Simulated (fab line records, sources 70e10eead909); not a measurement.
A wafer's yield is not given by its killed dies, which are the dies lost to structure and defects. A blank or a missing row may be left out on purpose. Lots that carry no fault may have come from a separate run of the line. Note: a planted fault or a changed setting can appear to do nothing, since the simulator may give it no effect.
fab line records	flow nandHarc
[record] lots = 5	wafers = 15	lastDay = 32
route steps=1302 shown P_M0@262 END@1302
lots with no fault: from the same line, run without faults
startH: hours from the record's opening day to when the first of the lot's shown wafers began	waitH: hours since the lot's step before	" repeats the value in the row above	L1.1+2: a single row standing in for several wafers	- value missing, or start not given	* or withheld: withheld	< > ~ a bound
route shown NAME@n: a module of which the file shows steps, and the number in the route of the first	usual: mean and standard deviation over wafers with no fault	same: alike in all rows	chamber/n: place in a boat	sites: the reading at each site	_std_site: standard deviation of those values	_edge_site: inner sites' mean taken away from outer sites' mean	radiusMm: for every site, how far away it sits from the centre of the wafer	mask NAME#n: copy n	behind: the tool/chamber that last shaped the wafer	hold: the reason the lot was held/the length of the hold in hours/how it ended	device: the n, p or np transistor that did not switch	end of line: at the end of the route, the tests of the same wafers	a step without rows: its recipe alone	killed: dies lost to structure and defects at the first sort, not the wafer's yield	map: per-die view of a wafer (x killed, . not killed, _ where there is no die)
set.NAME: the setting as run; set.NAME@STEP: as run at that earlier step	model.NAME: the simulator's own value behind a step, which no gauge read
lots seen at some steps along the route; tables by step, rows by wafer
services: a tool's chamber out of use, with start hour (startH, from the record's first day; less than 0 if before it), hours out, and reason
[[steps]]
[step NHARC_P_M0_DEVELOP_08]
[recipe] developTimeS = 35	devTempC = 23
[step NHARC_P_M0_CD_MEAS_09]
[recipe] targetCdNm = 90	landingEnergyEv = 500
[usual] cdNm = 90.3/0.83
lot.wafer	tool	chamber	startH	waitH	cdNm
L149.1	cdSem-01	0	182.09	-	89.3
L149.5	"	0	"	"	90.3
L149.6	"	0	"	"	89.0
L155.2	cdSem-01	0	245.46	-	90.7
L155.5	"	0	"	"	89.5
L155.6	"	0	"	"	89.7
L159.1	cdSem-01	0	283.95	-	89.4
L159.3	"	0	"	"	90.8
L159.4	"	0	"	"	90.2
L161.1	cdSem-02	0	303.59	-	88.9
L161.4	"	0	"	"	91.4
L161.6	"	0	"	"	89.3
L163.1	cdSem-02	0	323.98	-	90.1
L163.4	"	0	"	"	89.4
L163.6	"	0	"	"	89.0
[step NHARC_P_M0_OVL_MEAS_10]
[recipe] pitchNm = 180
[usual] overlayXNm = 0.1/0.79	overlayYNm = 0.0/1.1
lot.wafer	tool	chamber	startH	waitH	overlayXNm	overlayYNm
L149.1	overlay-02	-	182.18	-	-0.1	-0.7
L149.5	"	-	"	"	0.0	-0.8
L149.6	"	-	"	"	-0.3	-0.7
L155.2	overlay-01	-	245.54	-	0.9	-1.0
L155.5	"	-	"	"	0.6	-1.0
L155.6	"	-	"	"	0.9	-1.5
L159.1	overlay-02	-	284.04	-	-1.0	1.0
L159.3	"	-	"	"	-0.7	0.3
L159.4	"	-	"	"	-1.6	0.0
L161.1	overlay-02	-	303.68	-	0.4	-0.5
L161.4	"	-	"	"	0.8	-0.6
L161.6	"	-	"	"	0.6	-0.3
L163.1	overlay-01	-	324.07	-	1.5	-0.8
L163.4	"	-	"	"	0.8	-1.0
L163.6	"	-	"	"	0.3	-0.6
[step NHARC_P_M0_INSPECT_11]
[usual] rawDefectCount = 5/3.2
lot.wafer	tool	chamber	startH	waitH	rawDefectCount
L149.1	defectInspect-02	-	182.22	0.0	2
L149.5	"	-	"	"	5
L149.6	"	-	"	"	1
L155.2	defectInspect-01	-	245.58	0.0	5
L155.5	"	-	"	"	5
L155.6	"	-	"	"	5
L159.1	defectInspect-02	-	284.08	0.0	3
L159.3	"	-	"	"	2
L159.4	"	-	"	"	2
L161.1	defectInspect-01	-	303.72	0.0	9
L161.4	"	-	"	"	6
L161.6	"	-	"	"	3
L163.1	defectInspect-02	-	324.11	0.0	0
L163.4	"	-	"	"	1
L163.6	"	-	"	"	3
[step NHARC_P_M0_DESCUM_14]
[recipe] timeS = 3	o2FlowSccm = 200	arFlowSccm = 0	biasPowerW = 0	chemistry = O2
[usual] chamberPressureMTorr = 60.00/0.049	drypumpMotorCurrentA = 5.7/0.36	oesProductAu = 0.999/0.014	rfVppV = 57.6/0.9	showerheadPlenumPTorr = 1.90/0.086	throttleValvePct = 11.310/0.0092
lot.wafer	tool	chamber	startH	waitH	chamberPressureMTorr	drypumpMotorCurrentA	oesProductAu	rfHoursCounterH	rfVppV	showerheadPlenumPTorr	throttleValvePct
L149.1	rieDiel-03	1	182.29	0.1	59.97	5.1	1.013	12	56.4	1.87	11.316
L149.5	"	0	"	"	59.92	5.8	1.001	-	56.9	1.81	11.300
L149.6	"	2	"	"	60.05	5.8	1.006	-	57.5	1.84	11.311
L155.2	rieDiel-03	3	245.64	0.1	59.96	5.2	1.014	17	57.5	2.04	11.312
L155.5	"	3	"	"	59.97	5.3	1.005	-	57.7	2.04	11.305
L155.6	"	0	"	"	59.99	5.8	0.994	-	57.1	1.80	11.313
L159.1	rieDiel-12	3	284.14	0.1	60.05	6.0	1.011	4	58.2	1.98	11.293
L159.3	"	1	"	"	59.97	5.6	1.006	2	57.1	1.86	11.313
L159.4	"	0	"	"	60.00	5.8	0.983	-	57.0	1.88	11.306
L161.4	rieDiel-08	1	303.78	0.1	59.95	5.4	0.995	39	58.0	1.85	11.329
L161.1	"	0	"	"	60.06	5.8	1.016	35	57.7	1.78	11.294
L161.6	"	1	"	"	59.99	5.4	1.005	-	56.1	1.85	11.313
L163.4	rieDiel-03	2	324.18	0.1	60.07	5.8	0.978	4	56.9	1.83	11.333
L163.1	"	3	"	"	59.97	5.2	0.977	5	59.2	2.04	11.311
L163.6	"	1	"	"	59.94	5.1	1.000	-	57.8	1.86	11.317
[step NHARC_P_M0_ETCH_34]
[recipe] targetDepthA = 400	overetchA = 120	timeS = 43.94	ionEnergyEv = 200	n2FlowSccm = 150	h2FlowSccm = 150	arFlowSccm = 0	rfW = 400	biasW = 150	chemistry = N2/H2
[usual] chamberPressureMTorr = 30.003/0.029	drypumpMotorCurrentA = 5.7/0.35	h2FlowSccm = 150.1/0.4	oesProductAu = 1.000/0.013	rfVppV = 430.0/2.8	showerheadPlenumPTorr = 2.02/0.095	throttleValvePct = 14.172/0.0089
lot.wafer	tool	chamber	startH	waitH	chamberPressureMTorr	drypumpMotorCurrentA	h2FlowSccm	oesProductAu	rfHoursCounterH	rfVppV	showerheadPlenumPTorr	throttleValvePct
L149.1	rieDiel-03	1	182.39	0.1	29.999	5.1	150.6	1.019	12	430.3	1.99	14.158
L149.6	"	1	"	"	29.978	5.1	150.7	1.013	-	429.2	1.99	14.173
L149.5	"	2	"	"	30.019	5.8	149.9	1.001	-	427.2	1.96	14.167
L155.2	rieDiel-03	1	245.74	0.1	29.983	5.1	150.0	1.011	21	427.8	1.99	14.161
L155.5	"	2	"	"	29.930	5.8	149.6	0.993	-	426.6	1.95	14.193
L155.6	"	3	"	"	29.983	5.2	150.4	1.002	-	433.9	2.18	14.185
L159.3	rieDiel-12	0	284.24	0.1	29.953	5.8	150.3	1.001	4	429.8	2.00	14.160
L159.1	"	1	"	"	30.013	5.6	149.4	1.003	2	429.3	1.98	14.160
L159.4	"	3	"	"	30.000	6.1	150.0	1.003	-	432.2	2.11	14.180
L161.1	rieDiel-08	0	303.87	0.1	30.044	5.8	150.7	1.012	35	425.0	1.90	14.187
L161.4	"	3	"	"	29.992	6.4	149.9	0.976	33	433.8	2.14	14.162
L161.6	"	1	"	"	29.949	5.5	150.1	0.997	-	429.1	1.97	14.156
L163.1	rieDiel-03	2	324.25	0.1	29.984	5.7	149.6	0.982	4	428.6	1.95	14.178
L163.4	"	3	"	"	29.974	5.3	150.7	0.983	5	432.8	2.18	14.178
L163.6	"	2	"	"	29.972	5.8	149.4	0.988	-	427.7	1.95	14.177
[step NHARC_P_M0_ETCH_15]
[recipe] targetDepthA = 1500	overetchA = 150	timeS = 82.5	c4f8FlowSccm = withheld	arFlowSccm = 400	rfW = 600	biasW = 300	chemistry = C4F8/Ar
[step NHARC_P_M0_CD_MEAS_16]
[usual] cdNm = 90.4/0.97
lot.wafer	tool	chamber	startH	waitH	cdNm
L149.1	cdSem-02	-	182.62	-	89.6
L149.5	"	-	"	"	90.4
L149.6	"	-	"	"	88.8
L155.2	cdSem-01	-	245.94	-	90.0
L155.5	"	-	"	"	89.9
L155.6	"	-	"	"	89.6
L159.1	cdSem-01	-	284.48	-	89.9
L159.3	"	-	"	"	91.0
L159.4	"	-	"	"	90.5
L161.1	cdSem-03	-	304.08	-	89.7
L161.4	"	-	"	"	91.6
L161.6	"	-	"	"	89.3
L163.1	cdSem-01	-	324.47	-	91.5
L163.4	"	-	"	"	90.9
L163.6	"	-	"	"	88.8
[step NHARC_P_M0_STRIP_18]
[recipe] powerW = 1000	n2FlowSccm = 150	h2FlowSccm = 150	arFlowSccm = 0	biasW = 0	chemistry = N2/H2
[usual] chamberPressureMTorr = 29.999/0.025	drypumpMotorCurrentA = 5.7/0.34	h2FlowSccm = 150.0/0.44	oesProductAu = 1.000/0.012	rfVppV = 90.5/1.1	showerheadPlenumPTorr = 2.02/0.091	throttleValvePct = 14.171/0.0079
lot.wafer	tool	chamber	startH	waitH	chamberPressureMTorr	drypumpMotorCurrentA	h2FlowSccm	oesProductAu	rfHoursCounterH	rfVppV	showerheadPlenumPTorr	throttleValvePct
L149.1	rieDiel-08	2	182.70	0.1	30.013	5.9	150.1	0.995	62	91.1	2.12	14.159
L149.5	"	2	"	"	29.984	6.0	150.3	0.990	-	89.7	2.12	14.172
L149.6	"	3	"	"	29.981	6.4	149.3	0.999	-	92.5	2.15	14.157
L155.2	rieDiel-03	0	246.03	0.1	29.998	5.8	150.1	0.996	20	90.5	1.92	14.179
L155.6	"	3	"	"	30.012	5.2	150.3	1.009	-	91.9	2.18	14.155
L155.5	"	0	"	"	30.051	5.8	150.0	1.008	-	90.4	1.92	14.168
L159.3	rieDiel-12	1	284.55	0.1	30.009	5.6	150.5	1.010	2	91.2	1.98	14.166
L159.1	"	3	"	"	29.983	6.0	149.6	1.004	4	90.5	2.11	14.173
L159.4	"	3	"	"	30.030	6.0	150.2	1.004	-	92.5	2.11	14.178
L161.4	rieDiel-12	0	304.15	0.1	29.998	5.8	149.9	0.982	5	88.8	2.00	14.178
L161.1	"	2	"	"	29.974	5.8	150.3	0.991	7	91.4	2.10	14.172
L161.6	"	1	"	"	30.040	5.6	150.0	0.998	-	90.4	1.98	14.181
L163.4	rieDiel-08	3	324.59	0.1	30.017	6.4	150.2	0.974	39	89.7	2.14	14.156
L163.1	"	0	"	"	29.992	5.8	150.1	1.016	42	87.5	1.90	14.177
L163.6	"	2	"	"	29.992	5.9	150.3	0.977	-	91.1	2.11	14.171
[step NHARC_P_M0_STRIP_19]
[recipe] timeS = 600	tempC = 30	chemistry = postEtchResidueRemover
[step NHARC_P_M0_DEGAS_28]
[recipe] tempC = 250	timeS = 60
[usual] heaterPowerW = 344/36
lot.wafer	tool	chamber	startH	waitH	heaterPowerW
L149.1	pvdSputter-02	-	183.26	-	342
L149.5	"	-	"	"	423
L149.6	"	-	"	"	325
L155.2	pvdSputter-02	-	246.58	-	337
L155.6	"	-	"	"	419
L155.5	"	-	"	"	321
L159.4	pvdSputter-03	-	285.16	-	297
L159.1	"	-	"	"	397
L159.3	"	-	"	"	364
L161.1	pvdSputter-01	-	304.70	-	320
L161.4	"	-	"	"	298
L161.6	"	-	"	"	354
L163.4	pvdSputter-03	-	325.08	-	397
L163.1	"	-	"	"	352
L163.6	"	-	"	"	378
[step NHARC_P_M0_PRE_CLEAN_29]
[recipe] timeS = 30	tempC = 280	gas = H2/He
[usual] heaterPowerW = 424/44
lot.wafer	tool	chamber	startH	waitH	heaterPowerW
L149.1	pvdSputter-02	-	-	-	518
L149.5	"	-	"	"	397
L149.6	"	-	"	"	422
L155.2	pvdSputter-02	-	-	-	422
L155.6	"	-	"	"	419
L155.5	"	-	"	"	520
L159.1	pvdSputter-03	-	-	-	352
L159.4	"	-	"	"	491
L159.3	"	-	"	"	454
L161.4	pvdSputter-01	-	-	-	384
L161.1	"	-	"	"	364
L161.6	"	-	"	"	417
L163.4	pvdSputter-03	-	-	-	440
L163.1	"	-	"	"	370
L163.6	"	-	"	"	482
[step NHARC_P_M0_PVD_20]
[recipe] targetThkA = 50	biasV = 168.6	powerW = 15000	chamberPressurePa = 0.12	timeS = 8.06	substrateTempC = 50	material = TaN
[usual] throttleValvePct = 30.1/0.92	timeS = 8.06/0
lot.wafer	tool	chamber	startH	waitH	throttleValvePct	timeS
L149.1	pvdSputter-02	-	183.35	-	31.2	8.06
L149.6	"	-	"	"	31.1	8.06
L149.5	"	-	"	"	29.3	8.06
L155.2	pvdSputter-02	-	246.67	-	29.6	8.6257
L155.5	"	-	"	"	29.4	8.06
L155.6	"	-	"	"	30.0	8.6257
L159.1	pvdSputter-03	-	285.26	-	30.2	8.06
L159.4	"	-	"	"	32.7	8.06
L159.3	"	-	"	"	30.2	8.06
L161.4	pvdSputter-01	-	304.84	-	29.2	8.06
L161.1	"	-	"	"	29.2	8.06
L161.6	"	-	"	"	30.7	8.06
L163.1	pvdSputter-03	-	325.19	-	29.8	8.06
L163.4	"	-	"	"	29.5	8.06
L163.6	"	-	"	"	29.5	8.06
[step NHARC_P_M0_PVD_21]
[recipe] targetThkA = 300	chamberPressurePa = 5	powerW = 5000	substrateTempC = 30	timeS = 20.49	material = Cu
[step NHARC_END_SORT_01]
[recipe] tempC = 25
[usual] defectLimitedYield = 90.9/2.4	killedAtArray = 56/17	killedAtOther = 1.2/1.4	killedAtPeriphery = 4/3.2	killedDies = 61/16	killedOpen = 3.6/2.1	killedShort = 2.7/1.8
[same] grossDies = 677
lot.wafer	tool	chamber	startH	waitH	defectLimitedYield[%]	killedAtArray	killedAtOther	killedAtPeriphery	killedDies	killedOpen	killedShort
L159.1	prober-02	0	721.63	2.5	90.5	59	1	4	64	5	2
L159.3	prober-02	0	723.21	3.1	90.0	64	1	3	68	1	4
L159.4	prober-02	0	724.01	3.4	88.9	70	2	3	75	3	0
// killed by level:class
L159.1 A_SLIT:chamberFilmFlake=28 A_CHANNEL_HOLE_D1:chamberFilmFlake=23 A_STAIRCASE:chamberFilmFlake=3 P_M0:geometricParticle:open=2 P_CONTACT:geometricParticle:short=1 A_SOURCE_PLATE:geometricParticle:open=1 A_CHANNEL_HOLE_D1:geometricParticle:open=1 A_CHANNEL_FILL_D2:geometricParticle:open=1
L159.3 A_SLIT:chamberFilmFlake=35 A_CHANNEL_HOLE_D1:chamberFilmFlake=20 A_STAIRCASE:chamberFilmFlake=4 A_WL_FILL:geometricParticle:short=2 P_M0:chamberFilmFlake=2 A_CHANNEL_HOLE_D1:geometricParticle:short=1 A_CHANNEL_FILL_D1:geometricParticle:short=1 A_CHANNEL_FILL_D1:geometricParticle:open=1
L159.4 A_SLIT:chamberFilmFlake=33 A_CHANNEL_HOLE_D1:chamberFilmFlake=28 THIN_TSV:chamberFilmFlake=2 P_M0:chamberFilmFlake=2 A_STAIRCASE:chamberFilmFlake=2 A_WL_FILL:chamberFilmFlake=2 A_CHANNEL_FILL_D2:chamberFilmFlake=1 A_DECK1_JOINT:geometricParticle:open=1
[[services]]
tool	chamber	startH	hours	kind
rieDiel-03	0	162.92	-	clean
rieDiel-03	1	162.92	-	clean
rieDiel-03	2	162.92	-	clean
rieDiel-03	3	162.92	-	clean
pvdSputter-03	-	170.00	10.0	pm
rieDiel-03	3	171.80	6.1	repair
rieDiel-12	-	177.68	1.4	repair
rieDiel-03	3	177.94	6.1	repair
rieDiel-03	0	187.42	-	clean
rieDiel-03	1	187.42	-	clean
rieDiel-03	2	187.42	-	clean
rieDiel-03	3	187.42	-	clean
rieDiel-08	-	190.88	9.0	pm
pvdSputter-01	-	196.05	4.3	repair
pvdSputter-01	-	226.00	10.0	pm
pvdSputter-01	-	250.83	0.5	repair
pvdSputter-02	-	268.20	1.1	repair
rieDiel-12	-	269.73	9.0	pm
rieDiel-03	3	280.78	16.3	repair
rieDiel-03	-	281.89	9.0	pm
pvdSputter-02	-	282.05	10.0	pm
rieDiel-12	2	283.17	8.2	repair
rieDiel-12	0	285.25	17.2	repair
rieDiel-03	2	295.98	7.3	repair
[[key]]
[firstSign] step = NHARC_P_M0_PVD_20	reading = timeS	direction = up	sigmas = 99+	usual = *	struck = *
effect none on later readings
metAt NHARC_P_M0_PVD_20
struckWafers L155.2,L155.6
onsetBetween 183.35 246.67
[fault] kind = processParameterDrift	tool = pvdSputter-02	chamber = -	onsetH = 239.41	steps = NHARC_P_M0_PVD_20	channel = timeS	offset = *	shape = step	endH = 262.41	scope = struckWafersOnly	actsIn = *	stated = *
